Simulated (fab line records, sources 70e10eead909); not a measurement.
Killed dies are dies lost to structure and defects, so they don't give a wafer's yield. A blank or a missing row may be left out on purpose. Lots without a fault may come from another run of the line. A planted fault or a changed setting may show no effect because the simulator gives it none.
fab line records | flow nand_harc
record lots=15 wafers=45 last_day=34
route steps=1302 shown A_CHANNEL_HOLE_D1@465
lots that met no fault: from a run of the same line without faults
start_h: hours from the record's first day to the start of the lot's first wafer shown | wait_h: hours since the lot's step before | " the same as in the row above | L1.1+2: a row that stands for several wafers | - no value, or no start given | * or withheld: withheld | < > ~ a bound
route shown NAME@n: a module of which the file shows steps, and the number in the route of the first | usual: mean/standard deviation of fault-free wafers | same: alike in all rows | chamber/n: place in a boat | sites: the reading at each site | _std_site: their standard deviation | _edge_site: outer sites' mean less inner sites' | radius_mm: how far each site lies from the wafer's centre | mask NAME#n: copy n | behind: the tool/chamber that last shaped the wafer | hold: why the lot was held/for how many hours/how that ended | device: the transistor (n, p or np) that didn't switch | end of line: the same wafers' tests at the end of the route | a step without rows: its recipe alone | killed: dies lost to structure and defects at the first sort, not the wafer's yield | map: a wafer's dies, x killed, . not, _ none there
set.NAME: the setting as run; set.NAME@STEP: as run at that earlier step | model.NAME: the simulator's own value behind a step, which no gauge read
steps of the route over a sample of lots; a table a step, a row a wafer
services: from which hour (start_h, from the record's first day; less than 0 if before it) a tool's chamber was out of use, for how many hours, and why
## steps
# step NHARC_A_CHANNEL_HOLE_D1_DESCUM_15
# recipe time_s=3 o2_flow_sccm=200 ar_flow_sccm=0 bias_power_w=0 chemistry=O2
# usual drypump_motor_current_A=5.5/0.38 oes_product_au=0.997/0.0087 rf_vpp_V=57.7/0.83 showerhead_plenum_p_Torr=1.88/0.09 throttle_valve_pct=11.312/0.009
# columns lot.wafer tool chamber start_h wait_h drypump_motor_current_A oes_product_au rf_hours_counter_h rf_vpp_V showerhead_plenum_p_Torr throttle_valve_pct
L994.1 rie_diel-09 3 174.56 0.2 5.4 0.999 6 57.3 1.80 11.314
L994.2 " 0 " " 5.3 1.009 7 57.0 1.79 11.311
L994.6 " 2 " " 5.8 0.991 - 56.8 1.98 11.318
L996.1 rie_diel-05 3 193.82 0.1 6.0 0.997 49 57.9 1.96 11.323
L996.2 " 1 " " 5.8 0.983 54 58.6 1.82 11.307
L996.6 " 3 " " 6.0 0.983 - 57.8 1.96 11.314
L998.3 rie_diel-08 2 213.94 0.1 5.5 1.015 1 58.0 1.78 11.291
L998.1 " 3 " " 6.0 0.992 1 58.2 1.97 11.300
L998.6 " 1 " " 4.9 1.002 - 56.8 1.81 11.325
L999.4 rie_diel-08 0 235.89 0.1 5.2 1.003 3 59.1 1.99 11.302
L999.6 " 3 " " 5.9 0.989 - 58.2 1.97 11.315
L999.5 " 0 " " 5.1 1.012 - 57.9 1.98 11.327
L100.2 rie_diel-08 1 245.58 0.1 4.9 0.990 4 57.3 1.81 11.315
L100.1 " 3 " " 6.0 0.995 4 58.1 1.97 11.311
L100.5 " 1 " " 4.9 0.986 - 58.0 1.81 11.301
L101.4 rie_diel-08 0 254.63 0.1 5.2 1.004 5 57.2 1.98 11.300
L101.1 " 1 " " 4.9 0.991 5 56.8 1.81 11.315
L101.5 " 1 " " 4.9 0.997 - 57.5 1.81 11.315
L102.3 rie_diel-08 0 266.41 0.1 5.1 0.999 6 57.1 1.98 11.306
L102.5 " 1 " " 4.9 0.974 - 57.9 1.81 11.324
L102.6 " 2 " " 5.5 0.995 - 56.2 1.78 11.297
L107.1 rie_diel-05 0 304.70 0.1 5.6 0.992 24 57.5 1.82 11.305
L107.5 " 0 " " 5.6 0.985 - 56.8 1.82 11.287
L107.6 " 1 " " 5.7 0.997 - 57.0 1.81 11.316
L108.3 rie_diel-08 2 326.26 0.1 5.6 0.996 10 58.4 1.78 11.321
L108.2 " 0 " " 5.1 1.008 12 57.6 1.98 11.314
L108.6 " 3 " " 6.0 0.990 - 59.0 1.97 11.313
L110.2 rie_diel-08 0 335.84 0.1 5.1 1.012 12 57.5 1.98 11.303
L110.3 " 1 " " 4.9 0.982 11 57.8 1.81 11.296
L110.5 " 3 " " 6.0 0.995 - 57.9 1.97 11.303
L111.1 rie_diel-08 1 352.42 0.1 4.9 0.997 13 57.8 1.81 11.317
L111.4 " 3 " " 6.0 0.983 14 59.0 1.97 11.297
L111.6 " 0 " " 5.2 1.005 - 58.4 1.98 11.320
L112.1 rie_diel-09 0 355.06 0.1 5.3 1.005 13 58.1 1.77 11.318
L112.3 " 1 " " 5.5 0.994 11 56.9 1.98 11.327
L112.4 " 3 " " 5.4 0.995 11 58.5 1.78 11.310
L114.2 rie_diel-09 0 374.74 0.1 5.3 1.004 22 56.4 1.77 11.313
L114.5 " 1 " " 5.5 0.996 - 59.0 1.97 11.310
L114.6 " 2 " " 5.8 1.007 - 57.9 1.96 11.312
L116.3 rie_diel-09 0 394.85 0.1 5.3 0.993 29 57.8 1.77 11.318
L116.4 " 3 " " 5.3 0.991 25 56.1 1.78 11.288
L116.6 " 0 " " 5.3 0.994 - 56.6 1.77 11.305
L117.4 rie_diel-08 2 407.49 0.1 5.5 1.001 2 57.7 1.78 11.303
L117.2 " 0 " " 5.1 0.993 2 59.9 1.98 11.324
L117.3 " 1 " " 4.9 1.004 2 57.1 1.81 11.316
# step NHARC_A_CHANNEL_HOLE_D1_ETCH_39
# recipe target_depth_a=2600 over_etch_frac=0.3 time_s=325 ion_energy_ev=200 n2_flow_sccm=150 h2_flow_sccm=150 ar_flow_sccm=0 rf_w=400 bias_w=150 chemistry=N2/H2
# usual drypump_motor_current_A=5.5/0.39 oes_product_au=0.997/0.0097 rf_vpp_V=429.5/2.9 run_length_s=346.5/0.39 showerhead_plenum_p_Torr=2.00/0.1 throttle_valve_pct=14.171/0.0092
# columns lot.wafer tool chamber start_h wait_h drypump_motor_current_A oes_product_au rf_hours_counter_h rf_vpp_V run_length_s showerhead_plenum_p_Torr throttle_valve_pct
L994.2 rie_diel-09 2 - - 5.9 0.981 8 432.0 346.4 2.11 14.178
L994.1 " 3 " " 5.3 0.989 7 427.8 347.1 1.92 14.168
L994.6 " 1 " " 5.4 1.004 - 431.8 347.2 2.13 14.160
L996.2 rie_diel-05 1 - - 5.7 0.996 55 427.8 346.1 1.93 14.165
L996.1 " 0 " " 5.6 0.991 50 429.6 346.2 1.95 14.176
L996.6 " 2 " " 6.1 0.992 - 433.7 346.3 2.11 14.179
L998.3 rie_diel-08 2 - - 5.5 1.014 1 426.0 346.5 1.90 14.173
L998.1 " 0 " " 5.2 1.015 1 432.5 346.0 2.12 14.179
L998.6 " 1 " " 4.9 0.994 - 429.3 346.5 1.93 14.160
L999.4 rie_diel-08 1 - - 4.9 1.002 3 426.7 346.6 1.93 14.179
L999.5 " 0 " " 5.2 1.015 - 433.3 345.8 2.12 14.182
L999.6 " 1 " " 4.9 0.986 - 428.5 346.5 1.93 14.181
L100.2 rie_diel-08 3 - - 6.0 0.994 4 433.2 346.5 2.10 14.149
L100.1 " 1 " " 4.9 0.991 4 428.9 347.2 1.93 14.158
L100.5 " 0 " " 5.1 1.003 - 431.9 345.8 2.12 14.169
L101.4 rie_diel-08 3 - - 6.0 0.980 5 433.7 346.3 2.10 14.176
L101.1 " 1 " " 4.9 0.986 5 428.5 346.6 1.93 14.166
L101.5 " 3 " " 6.0 0.992 - 430.6 346.3 2.10 14.166
L102.3 rie_diel-08 1 - - 4.9 0.989 6 426.3 346.7 1.93 14.164
L102.6 " 2 " " 5.6 1.007 - 427.4 347.2 1.89 14.174
L102.5 " 3 " " 6.0 1.001 - 432.2 346.6 2.10 14.175
L107.1 rie_diel-05 3 - - 6.0 0.995 22 431.0 345.7 2.08 14.165
L107.5 " 3 " " 6.0 0.994 - 431.7 345.6 2.08 14.169
L107.6 " 0 " " 5.6 0.991 - 428.5 346.6 1.94 14.163
L108.2 rie_diel-08 3 - - 6.0 0.978 11 430.2 346.8 2.10 14.178
L108.3 " 1 " " 4.9 0.992 11 427.9 346.5 1.93 14.185
L108.6 " 2 " " 5.6 0.993 - 426.4 346.9 1.89 14.170
L110.3 rie_diel-08 0 - - 5.1 1.005 13 432.7 346.2 2.11 14.167
L110.2 " 1 " " 4.9 1.000 11 427.7 346.4 1.93 14.159
L110.5 " 0 " " 5.1 1.011 - 433.5 346.0 2.11 14.155
L111.1 rie_diel-08 0 - - 5.1 1.018 14 433.1 345.8 2.11 14.177
L111.4 " 1 " " 4.9 0.998 13 428.0 346.6 1.93 14.169
L111.6 " 3 " " 6.0 0.987 - 432.9 346.3 2.10 14.170
L112.3 rie_diel-09 0 - - 5.3 1.009 13 426.2 346.1 1.88 14.168
L112.1 " 1 " " 5.4 0.987 11 433.8 346.5 2.11 14.175
L112.4 " 2 " " 5.8 0.996 9 433.2 346.2 2.09 14.171
L114.2 rie_diel-09 2 - - 5.8 1.011 16 432.5 346.8 2.09 14.180
L114.6 " 3 " " 5.4 0.998 - 427.1 346.7 1.90 14.161
L114.5 " 0 " " 5.3 1.017 - 425.9 346.6 1.88 14.165
L116.4 rie_diel-09 2 - - 5.8 0.983 24 431.4 346.3 2.09 14.183
L116.3 " 3 " " 5.4 0.982 25 426.3 347.0 1.89 14.183
L116.6 " 1 " " 5.4 0.982 - 432.5 347.4 2.10 14.165
L117.2 rie_diel-08 2 - - 5.5 0.999 2 425.9 346.7 1.89 14.164
L117.4 " 0 " " 5.1 0.989 2 432.4 346.5 2.11 14.164
L117.3 " 1 " " 4.9 0.993 2 426.6 346.4 1.93 14.175
# step NHARC_A_CHANNEL_HOLE_D1_ETCH_34
# recipe target_depth_a=1540 time_s=77 cf4_flow_sccm=100 chf3_flow_sccm=30 ar_flow_sccm=0 rf_w=500 bias_w=200 chemistry=CF4/CHF3
# usual drypump_motor_current_A=5.4/0.39 oes_product_au=0.951/0.023 rf_vpp_V=369.8/2.5 run_length_s=98.4/0.38 showerhead_plenum_p_Torr=1.55/0.07 throttle_valve_pct=16.804/0.0091
# columns lot.wafer tool chamber start_h wait_h drypump_motor_current_A oes_product_au rf_hours_counter_h rf_vpp_V run_length_s showerhead_plenum_p_Torr throttle_valve_pct
L994.2 rie_diel-09 3 175.16 - 5.4 0.944 7 366.7 99.2 1.49 16.810
L994.1 " 0 " " 5.3 0.964 8 368.9 98.8 1.48 16.802
L994.6 " 0 " " 5.3 0.962 - 366.2 98.8 1.48 16.785
L996.2 rie_diel-05 1 194.34 - 5.8 0.961 55 369.1 97.8 1.50 16.806
L996.1 " 2 " " 6.0 0.958 44 372.1 99.1 1.62 16.800
L996.6 " 0 " " 5.6 0.932 - 368.1 98.2 1.51 16.808
L998.3 rie_diel-08 0 214.35 - 5.1 0.967 1 372.8 98.2 1.63 16.796
L998.1 " 2 " " 5.5 0.982 1 366.5 98.5 1.47 16.796
L998.6 " 3 " " 6.0 0.975 - 371.4 98.3 1.62 16.820
L999.4 rie_diel-08 0 236.31 - 5.1 0.966 3 372.9 97.8 1.63 16.802
L999.5 " 3 " " 6.0 0.951 - 372.2 98.1 1.62 16.781
L999.6 " 0 " " 5.1 0.976 - 372.5 97.7 1.63 16.805
L100.2 rie_diel-08 0 246.02 - 5.1 0.981 4 373.0 97.8 1.63 16.800
L100.1 " 1 " " 4.9 0.945 4 368.7 98.6 1.50 16.826
L100.5 " 2 " " 5.6 0.968 - 368.0 98.5 1.47 16.802
L101.1 rie_diel-08 1 255.06 - 4.9 0.920 5 368.1 98.4 1.50 16.798
L101.4 " 2 " " 5.5 0.928 5 367.6 99.0 1.47 16.795
L101.5 " 1 " " 4.9 0.918 - 367.7 98.8 1.50 16.791
L102.3 rie_diel-08 0 266.81 - 5.1 0.982 6 371.9 98.3 1.63 16.812
L102.6 " 0 " " 5.1 0.978 - 372.3 98.1 1.63 16.803
L102.5 " 1 " " 4.9 0.956 - 368.4 98.5 1.50 16.805
L107.1 rie_diel-05 2 305.14 - 6.0 0.928 26 371.7 98.6 1.61 16.801
L107.5 " 0 " " 5.6 0.921 - 369.1 98.3 1.50 16.810
L107.6 " 1 " " 5.8 0.939 - 366.8 97.7 1.49 16.801
L108.3 rie_diel-08 1 326.69 - 4.9 0.922 11 367.4 91.7 1.49 16.812
L108.2 " 0 " " 5.1 0.925 12 371.7 97.7 1.63 16.816
L108.6 " 2 " " 5.5 0.924 - 368.1 91.3 1.47 16.803
L110.3 rie_diel-08 0 336.27 - 5.1 0.931 13 372.0 91.2 1.63 16.790
L110.2 " 1 " " 4.9 0.916 12 367.6 98.4 1.49 16.809
L110.5 " 3 " " 6.0 0.913 - 372.3 98.2 1.62 16.805
L111.4 rie_diel-08 2 352.85 - 5.5 0.975 13 366.3 99.0 1.47 16.793
L111.1 " 3 " " 6.0 0.954 14 372.6 98.3 1.62 16.796
L111.6 " 1 " " 4.9 0.941 - 369.4 91.9 1.49 16.810
L112.1 rie_diel-09 3 355.49 - 5.3 0.959 11 368.1 98.8 1.47 16.797
L112.4 " 0 " " 5.3 0.956 13 368.1 98.8 1.46 16.794
L112.3 " 1 " " 5.4 0.943 11 372.0 98.9 1.62 16.790
L114.2 rie_diel-09 0 375.15 - 5.3 0.981 22 366.3 98.3 1.46 16.814
L114.5 " 3 " " 5.3 0.966 - 368.0 98.8 1.47 16.815
L114.6 " 0 " " 5.3 0.977 - 366.3 98.3 1.46 16.815
L116.4 rie_diel-09 1 395.30 - 5.4 0.959 28 371.3 98.6 1.62 16.807
L116.3 " 2 " " 5.8 0.971 24 372.3 98.7 1.61 16.819
L116.6 " 0 " " 5.3 0.966 - 365.9 98.7 1.46 16.815
L117.2 rie_diel-08 0 407.92 - 5.2 0.985 2 370.8 97.8 1.63 16.785
L117.3 " 2 " " 5.5 0.947 2 366.7 98.7 1.47 16.799
L117.4 " 3 " " 6.0 0.962 2 372.0 98.9 1.61 16.817
# step NHARC_A_CHANNEL_HOLE_D1_ETCH_25
# recipe bias_v=5000 source_w=withheld pressure_mtorr=20 time_s=1040.2 ar_flow_sccm=375 c4f8_flow_sccm=93.8 o2_flow_sccm=31.2 temp_c=-20 target_depth_a=15000 chemistry=C4F8/O2/Ar
# usual drypump_motor_current_A=6.0/0.37 run_length_s=1025.8/2 showerhead_plenum_p_Torr=3.58/0.15 temp_c=-19.99/0.1 throttle_valve_pct=32.236/0.008
# columns lot.wafer tool chamber start_h wait_h drypump_motor_current_A rf_hours_counter_h run_length_s showerhead_plenum_p_Torr temp_c throttle_valve_pct
L994.1 har_etch-02 1 180.70 0.6 5.8 294 1025.2 3.53 -19.94 32.241
L994.2 " 0 " " 6.3 294 1025.2 3.44 -20.04 32.230
L994.6 " 0 " " 6.3 - 1025.2 3.44 -20.03 32.230
L996.1 har_etch-01 0 198.00 0.6 6.2 94 1025.2 3.54 -19.95 32.237
L996.2 " 1 " " 5.5 94 1025.2 3.72 -20.07 32.233
L996.6 " 1 " " 5.4 - 1025.2 3.72 -19.89 32.230
L998.1 har_etch-02 1 219.12 0.7 5.8 317 1025.2 3.52 -19.89 32.238
L998.3 " 0 " " 6.3 - 1025.2 3.42 -20.00 32.243
L998.6 " 0 " " 6.3 - 1025.2 3.43 -20.06 32.227
L999.4 har_etch-01 0 240.26 0.7 6.2 - 1025.2 3.53 -19.95 32.243
L999.5 " 0 " " 6.2 - 1025.2 3.53 -19.80 32.241
L999.6 " 1 " " 5.4 - 1025.2 3.71 -20.01 32.233
L100.2 har_etch-01 1 249.64 0.6 5.5 124 1025.2 3.71 -19.71 32.228
L100.1 " 0 " " 6.2 124 1025.2 3.52 -20.04 32.240
L100.5 " 0 " " 6.2 - 1025.2 3.52 -20.05 32.231
L101.1 har_etch-02 0 260.80 0.6 6.3 340 1025.2 3.41 -20.05 32.232
L101.4 " 0 " " 6.3 - 1025.2 3.41 -20.08 32.250
L101.5 " 1 " " 5.8 - 1025.2 3.51 -19.91 32.241
L102.3 har_etch-01 0 270.76 0.7 6.2 - 1025.2 3.52 -20.09 32.234
L102.5 " 0 " " 6.2 - 1025.2 3.52 -20.02 32.238
L102.6 " 1 " " 5.4 - 1025.2 3.70 -19.70 32.221
L107.1 har_etch-01 0 310.98 0.6 6.3 159 1025.2 3.50 -20.02 32.239
L107.5 " 0 " " 6.3 - 1025.2 3.50 -20.08 32.234
L107.6 " 1 " " 5.4 - 1025.2 3.69 -19.94 32.234
L108.2 har_etch-02 0 333.28 0.6 6.3 386 1025.2 3.39 -20.04 32.238
L108.3 " 1 " " 5.8 - 1025.2 3.49 -19.92 32.225
L108.6 " 0 " " 6.3 - 1025.2 3.39 -20.07 32.232
L110.2 har_etch-01 0 339.91 0.6 6.2 178 1025.2 3.49 -19.84 32.241
L110.3 " 1 " " 5.5 - 1025.2 3.68 -20.04 32.232
L110.5 " 1 " " 5.5 - 1025.2 3.68 -20.11 32.240
L111.1 har_etch-01 0 359.33 0.7 6.2 190 1025.2 3.49 -20.08 32.245
L111.4 " 1 " " 5.5 - 1025.2 3.67 -20.03 32.231
L111.6 " 1 " " 5.5 - 1025.2 3.67 -20.07 32.236
L112.1 har_etch-01 1 363.48 0.7 5.4 193 1025.2 3.67 -20.03 32.239
L112.3 " 0 " " 6.2 - 1025.2 3.49 -19.97 32.245
L112.4 " 1 " " 5.4 - 1025.2 3.67 -19.96 32.233
L114.2 har_etch-01 1 380.72 0.7 5.4 205 1025.2 3.66 -19.99 32.228
L114.5 " 0 " " 6.2 - 1025.2 3.48 -20.14 32.239
L114.6 " 1 " " 5.4 - 1025.2 3.66 -19.85 32.245
L116.3 har_etch-01 1 401.59 0.7 5.4 - 1025.2 3.65 -19.97 32.229
L116.4 " 0 " " 6.2 - 1025.2 3.47 -19.93 32.228
L116.6 " 1 " " 5.4 - 1025.2 3.65 -19.97 32.236
L117.2 har_etch-01 1 411.55 0.6 5.5 232 1025.2 3.65 -19.86 32.227
L117.3 " 1 " " 5.4 - 1025.2 3.65 -19.92 32.239
L117.4 " 0 " " 6.2 - 1025.2 3.47 -19.82 32.235
## services
# columns tool chamber start_h hours kind
rie_diel-08 0 170.11 - clean
rie_diel-08 1 170.11 - clean
rie_diel-08 2 170.11 - clean
rie_diel-08 3 170.11 - clean
rie_diel-08 2 170.87 9.6 repair
rie_diel-05 2 172.77 9.9 repair
rie_diel-09 1 187.75 7.5 repair
rie_diel-08 - 190.86 9.0 pm
rie_diel-08 0 190.86 9.0 vent_cycle
rie_diel-08 1 190.86 9.0 vent_cycle
rie_diel-08 2 190.86 9.0 vent_cycle
rie_diel-08 3 190.86 9.0 vent_cycle
rie_diel-05 - 191.97 0.2 repair
rie_diel-09 - 194.53 0.2 repair
rie_diel-05 1 223.32 14.4 repair
rie_diel-05 - 229.60 9.0 pm
rie_diel-09 2 247.08 1.7 repair
rie_diel-05 1 315.26 11.2 repair
rie_diel-09 - 320.62 9.0 pm
rie_diel-05 3 350.47 4.6 repair
rie_diel-08 - 367.86 9.0 pm
har_etch-02 - 380.30 17.0 pm
rie_diel-08 2 398.06 5.3 repair
rie_diel-05 - 406.60 9.0 pm
## key
first_sign step=NHARC_A_CHANNEL_HOLE_D1_ETCH_34 reading=run_length_s direction=down sigmas=18 usual=* struck=*
effect none on later readings
met_at NHARC_A_CHANNEL_HOLE_D1_ETCH_34
struck_lots L108,L110,L111
struck_wafers L108.3,L108.6,L110.3,L111.6
sort_left_out L108.3,L108.6,L110.3,L111.6
tester_left_out L108,L110,L111
not_acting_at NHARC_A_CHANNEL_HOLE_D1_DESCUM_15,NHARC_A_CHANNEL_HOLE_D1_ETCH_39,NHARC_A_CHANNEL_HOLE_D1_ETCH_25
onset_between 266.81 326.69
fault kind=process_parameter_drift tool=rie_diel-08 chamber=- onset_h=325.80 steps=NHARC_A_CHANNEL_HOLE_D1_ETCH_34 channel=time_s offset=* shape=step end_h=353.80 scope=struck_wafers_only acts_in=* stated=*
# tester_left_out: of these lots the tester's yield and bins aren't shown, on N5 and GAA mostly nor the transistor test; their killed dies are dies lost to structure and defects alone, not to doping, threshold or leakage, so they don't give the yield
# sort_left_out: the simulated sort isn't trusted on such a fault, so these wafers' sort isn't shown, and their yield isn't known
